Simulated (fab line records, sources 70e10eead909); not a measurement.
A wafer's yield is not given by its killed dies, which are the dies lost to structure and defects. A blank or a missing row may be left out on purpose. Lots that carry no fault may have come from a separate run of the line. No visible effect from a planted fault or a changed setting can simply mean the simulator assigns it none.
Problem report in the 8D (eight disciplines) form, filled by code -- flow nand-harc -- the parts of the form that need people (team, actions taken, sign-off) are left out

== 1. THE PROBLEM ==
At NHARC_END_SORT_01, killed-dies averages 102 over 3 wafers from 2 lots, while fault-free wafers read 31, standard deviation 11. That is +6.5 standard deviations from the usual mean.
First seen on wafer L780.6, day 26 05:31, on prober-01. At this step, 6 wafers from 2 lots have a number in the record. Rule for "out", or "out of limits": more than 4 standard deviations from the usual mean. The rest of the wafers with a number are treated as sound.

== 2. WHAT IT IS, WHAT IT ISN'T ==
question,is,is not
which readings at this step,"killed-dies, killed-at-array","killed-at-other, killed-at-periphery, killed-open, killed-short"
which lots,"L780, L783",-
which wafers of those lots,"L780.6, L783.1, L783.5","L780.4, L780.5, L783.2"
read on which gauges,prober-01,-
when,from day 26 05:31,up to then (2 sound wafers); but 1 sound wafer of L783 came after

== 3. WHAT RULES OUT EACH SUSPECT ==
Counting: if a tool at a process step up to the reading ran every lot that is out, it stays a suspect. Sound lots after the first of them don't rule it out here, since some wafers of a struck lot are sound.
- the gauge at NHARC_END_SORT_01: kept. All the wafers that are out were read on prober-01, and no step on other tools shows them out.
- cvd-w-01 at NHARC_A_BLC_CVD_24 (deposits W, target thk 150 nm, time 434 s): kept. It ran every lot that is out, first L780 (day 24 07:31).
- At NHARC_A_BLC_CVD_24 on cvd-w-01, chamber 1 took the sound wafers of the same lots and chamber 0 took the wafers that are out.
What counting leaves: cvd-w-01 at NHARC_A_BLC_CVD_24 and prober-01 at NHARC_END_SORT_01.

== 4. THE CAUSE (what the simulator had put in) ==
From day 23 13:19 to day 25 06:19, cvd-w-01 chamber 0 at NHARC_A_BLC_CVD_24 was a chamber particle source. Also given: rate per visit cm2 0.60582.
2 suspects survive the count, and this tool is in that group.

== 5. THE EFFECT CHAIN, in route order ==
One row per reading whose mean, taken over the struck wafers that have a number, lies over 3 standard deviations from the usual. Only readings whose record carries a usual standard deviation are examined. hours: median over the lots of the time between each lot's start at the first step of this table that gives one and its start at this step. sigmas: the change, counted in usual standard deviations.
hours,step,reading,usual,on struck wafers,change,sigmas
0,NHARC_END_SORT_01,killed-at-array,28,96,+68,+6.2
0,NHARC_END_SORT_01,killed-dies,31,102,+71,+6.5

== 6. HOW IT WOULD HAVE BEEN CAUGHT EARLIER ==
Counted from the fault's start at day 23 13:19, it took 64 hours until the first out-of-limits reading at a measuring or inspecting step in this record, taken at day 26 05:31.
Of the tool readings at NHARC_A_BLC_CVD_24 for which the record gives a usual standard deviation, none was out on any struck wafer, so an alarm limit of 4 standard deviations on them would not have fired.
Lots out: 2; all had begun NHARC_A_BLC_CVD_24 on cvd-w-01 by day 26 05:31. Holding the tool at that point would not have protected any of them.
